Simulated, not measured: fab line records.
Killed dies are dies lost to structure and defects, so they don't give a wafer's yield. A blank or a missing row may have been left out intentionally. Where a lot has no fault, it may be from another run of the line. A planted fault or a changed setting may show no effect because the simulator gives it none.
Which tool was responsible? :: flow n5 finfet :: 24 lots, 72 wafers sampled, at 2 steps of a route of 1938

== WHAT THE GAUGES READ, wafer by wafer ==
N5_BEOL_M11_CD_MEAS_11: target cd 64.1 nm.
lot: L074
measured: day 10 08:12
on: cd sem-01
cd nm (nm): 63.5 64.4 64.2

lot: L075
measured: day 10 13:04
on: cd sem-03
cd nm (nm): 64.6 64.4 64.4

lot: L076
measured: day 11 01:30
on: cd sem-01
cd nm (nm): 63.4 63.7 63.9

lot: L077
measured: day 11 01:43
on: cd sem-03
cd nm (nm): 64.0 63.8 63.8

lot: L078
measured: day 11 04:32
on: cd sem-03
cd nm (nm): 64.6 64.7 64.5

lot: L081
measured: day 11 21:19
on: cd sem-01
cd nm (nm): 64.4 64.2 64.8

lot: L080
measured: day 12 03:10
on: cd sem-01
cd nm (nm): 64.2 64.0 64.1

lot: L079
measured: day 12 03:14
on: cd sem-01
cd nm (nm): 64.5 63.8 64.2

lot: L082
measured: day 12 06:38
on: cd sem-01
cd nm (nm): 62.9 63.8 63.5

lot: L083
measured: day 12 12:01
on: cd sem-01
cd nm (nm): 64.5 64.4 64.3

lot: L084
measured: day 12 20:35
on: cd sem-01
cd nm (nm): 65.0 63.5 64.1

lot: L086
measured: day 13 11:18
on: cd sem-01
cd nm (nm): 64.2 63.5 64.3

lot: L085
measured: day 13 15:37
on: cd sem-01
cd nm (nm): 63.9 64.2 64.2

lot: L089
measured: day 13 19:11
on: cd sem-01
cd nm (nm): 64.4 63.4 63.8

lot: L087
measured: day 13 21:37
on: cd sem-03
cd nm (nm): 64.8 63.5 64.0

lot: L088
measured: day 13 22:35
on: cd sem-01
cd nm (nm): 64.6 64.7 64.5

lot: L090
measured: day 14 13:50
on: cd sem-03
cd nm (nm): 64.1 64.0 64.5

lot: L093
measured: day 14 17:32
on: cd sem-02
cd nm (nm): 64.2 63.7 63.4

lot: L091
measured: day 14 17:44
on: cd sem-03
cd nm (nm): 64.2 64.2 63.9

lot: L092
measured: day 14 23:34
on: cd sem-02
cd nm (nm): 64.1 63.6 64.2

lot: L094
measured: day 15 01:39
on: cd sem-03
cd nm (nm): 64.0 64.4 63.9

lot: L095
measured: day 16 00:09
on: cd sem-03
cd nm (nm): 64.1 64.6 64.1

lot: L097
measured: day 16 02:58
on: cd sem-01
cd nm (nm): 63.5 63.7 64.4

lot: L096
measured: day 16 08:53
on: cd sem-01
cd nm (nm): 64.2 64.1 63.6

N5_BEOL_M11_INSPECT_30: inspects for defects (brightfield).
lot: L074
measured: day 10 10:40
on: defect inspect-02
raw defect count: 314 416 343

lot: L075
measured: day 10 15:13
on: defect inspect-02
raw defect count: 448 388 391

lot: L076
measured: day 11 03:56
on: defect inspect-02
raw defect count: 426 276 340

lot: L077
measured: day 11 03:46
on: defect inspect-02
raw defect count: 295 338 307

lot: L078
measured: day 11 05:25
on: defect inspect-02
raw defect count: 403 420 513

lot: L081
measured: day 11 23:06
on: defect inspect-01
raw defect count: 407 426 338

lot: L080
measured: day 12 05:50
on: defect inspect-01
raw defect count: 347 409 256

lot: L079
measured: day 12 06:00
on: defect inspect-01
raw defect count: 415 383 296

lot: L082
measured: day 12 07:53
on: defect inspect-01
raw defect count: 396 390 292

lot: L083
measured: day 12 13:01
on: defect inspect-02
raw defect count: 476 571 366

lot: L084
measured: day 13 00:08
on: defect inspect-02
raw defect count: 575 561 590

lot: L086
measured: day 13 14:27
on: defect inspect-01
raw defect count: 453 215 247

lot: L085
measured: day 13 16:55
on: defect inspect-02
raw defect count: 401 295 282

lot: L089
measured: day 13 20:13
on: defect inspect-01
raw defect count: 282 251 369

lot: L087
measured: day 14 00:23
on: defect inspect-01
raw defect count: 593 480 357

lot: L088
measured: day 14 00:03
on: defect inspect-02
raw defect count: 292 296 224

lot: L090
measured: day 14 17:27
on: defect inspect-02
raw defect count: 290 256 357

lot: L093
measured: day 14 20:55
on: defect inspect-01
raw defect count: 472 407 521

lot: L091
measured: day 14 20:43
on: defect inspect-02
raw defect count: 363 370 310

lot: L092
measured: day 15 00:41
on: defect inspect-02
raw defect count: 521 476 518

lot: L094
measured: day 15 04:37
on: defect inspect-02
raw defect count: 341 337 291

lot: L095
measured: day 16 01:34
on: defect inspect-01
raw defect count: 474 346 448

lot: L097
measured: day 16 09:14
on: defect inspect-02
raw defect count: 304 430 344

lot: L096
measured: day 16 09:54
on: defect inspect-01
raw defect count: 271 287 318

== WHAT TOOL EACH LOT RAN ON (gives the tool, then ch and the chambers of the sampled wafers, and finally the start) ==
There is no process step in the record ahead of these readings.

== AS READ BY THE TOOLS THEMSELVES (means over the sampled wafers that have a number; for cases with no such wafer, the mark the record gives instead) ==
The record holds no such reading with a usual standard deviation.

== THE ANSWER, worked out from the rows above alone ==
Rule: the lots themselves supply what counts as usual. The widest of any qualifying gaps counts: lots, ordered by their means at a reading, are off when they make up no more than a third of the lots, leave a main group of 4 or more, and stand apart from it by 3 or more times the standard deviation of that group's means. The tables above print the reading to a certain number of digits; a main group whose means all agree to those digits is not used. A lot without any number at a reading at which 4 lots or more have one is off too. All remaining lots with rows at the step are treated as sound. First the gauges in route order, then the tools' own readings, where a lot's mean is used as printed above. At the first step where some lot is off, the reading lying furthest off is the one used; lots without a number count as furthest.
No lot is off at any reading shown: from this, nothing can be told.

== WHAT THE SIMULATOR PUT IN ==
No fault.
